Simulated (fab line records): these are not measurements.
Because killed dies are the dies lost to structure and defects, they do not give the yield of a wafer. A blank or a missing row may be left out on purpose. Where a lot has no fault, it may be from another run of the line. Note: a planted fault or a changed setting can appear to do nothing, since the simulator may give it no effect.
8D (eight disciplines) problem report, filled in by code :: flow n5Finfet :: the parts of the form that need people (team, actions taken, sign-off) are left out

## 1. THE PROBLEM
Wafers without a fault read 143.2 s, standard deviation 0.46; runLengthS at N5_BEOL_M0_CVD_115 reads a mean of 235.9 s on 2 wafers belonging to 2 lots. So: +99 or more standard deviations from the usual mean.
The step: deposits Co from CCTBA/H2, time 120 s.
First observed at day 7 21:27: wafer L522.4, on cvdCo-01. At this step, 27 wafers from 9 lots have a number in the record. Rule for "out" (also "out of limits"): further than 4 standard deviations from the usual mean. The other wafers with a number count as sound.

## 2. WHAT IT IS, WHAT IT ISN'T
question: which readings at this step
is: runLengthS
is not: chamberPressureTorr

question: which lots
is: L522, L524
is not: L516, L517, L520, L521, L526, L531, L537

question: which wafers of those lots
is: L522.4, L524.4
is not: L522.1, L522.6, L524.2, L524.5

question: read on which tools
is: cvdCo-01
is not: cvdCo-02

question: when
is: from day 7 21:27
is not: up to then (14 sound wafers); but 11 sound wafers of L524, L526, L531, L537 came after

## 3. THE SUSPECTS, EACH WITH WHAT RULES IT OUT
Counting: if a tool at a process step up to the reading ran every lot that is out, it stays a suspect. Sound lots after the first of them don't rule it out here, since some wafers of a struck lot are sound.
- rieDiel-01 at N5_BEOL_M0_CUTY_DESCUM_61 (chemistry O2, time 7.9 s): kept. It ran every lot that is out, first L522 (day 7 17:14); its last sound lot up to then is L517 (day 6 09:28).
- rieDiel-01 at N5_BEOL_M0_CUTY_ETCH_62 (etches SiARC in CF4, time 58.5 s): kept. It ran every lot that is out, first L522 (day 7 17:16); its last sound lot up to then is L517 (day 6 09:29).
- cvdCo-01 at N5_BEOL_M0_CVD_115 (deposits Co from CCTBA/H2, time 120 s): kept. It ran every lot that is out, first L522 (day 7 21:27); its last sound lot up to then is L521 (day 7 18:11). Its own runLengthS readings are out on those wafers.
After the count, these remain: rieDiel-01 at N5_BEOL_M0_CUTY_DESCUM_61, rieDiel-01 at N5_BEOL_M0_CUTY_ETCH_62 and cvdCo-01 at N5_BEOL_M0_CVD_115.

## 4. THE CAUSE (what the simulator had put in)
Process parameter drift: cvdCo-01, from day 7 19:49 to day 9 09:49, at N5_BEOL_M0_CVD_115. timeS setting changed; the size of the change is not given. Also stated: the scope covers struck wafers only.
This tool is one of the 3 suspects left after counting.

## 5. THE EFFECT CHAIN, in route order
Each row: a reading whose mean over the struck wafers that have a number lies more than 3 standard deviations from the usual. Only readings for which the record gives a usual standard deviation are gone through. hours: the time from each lot's start at the first step in this table that gives one to its start at this step, as a median over the lots. sigmas: the change in usual standard deviations.
hours: 0
step: N5_BEOL_M0_CVD_115
reading: runLengthS
usual: 143.2 s
on struck wafers: 235.9
change: +92.7
sigmas: +99 or more

hours: 201
step: N5_PASSIVATION_PROBE_49
reading: killed_at_M0_to_M3
usual: 33
on struck wafers: 84
change: +51
sigmas: +4.6
The process steps in it:
- N5_BEOL_M0_CVD_115: deposits Co from CCTBA/H2, time 120 s.
- N5_PASSIVATION_PROBE_49
Later measuring or inspecting steps at which every struck wafer that the step has a row for has a number for every such reading, and none has moved that far: N5_BEOL_M4_RC_MEAS_101.

## 6. WHAT WOULD HAVE CAUGHT IT SOONER
2 hours passed between the start of the fault at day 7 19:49 and the first reading out of limits in this record, taken at day 7 21:27.
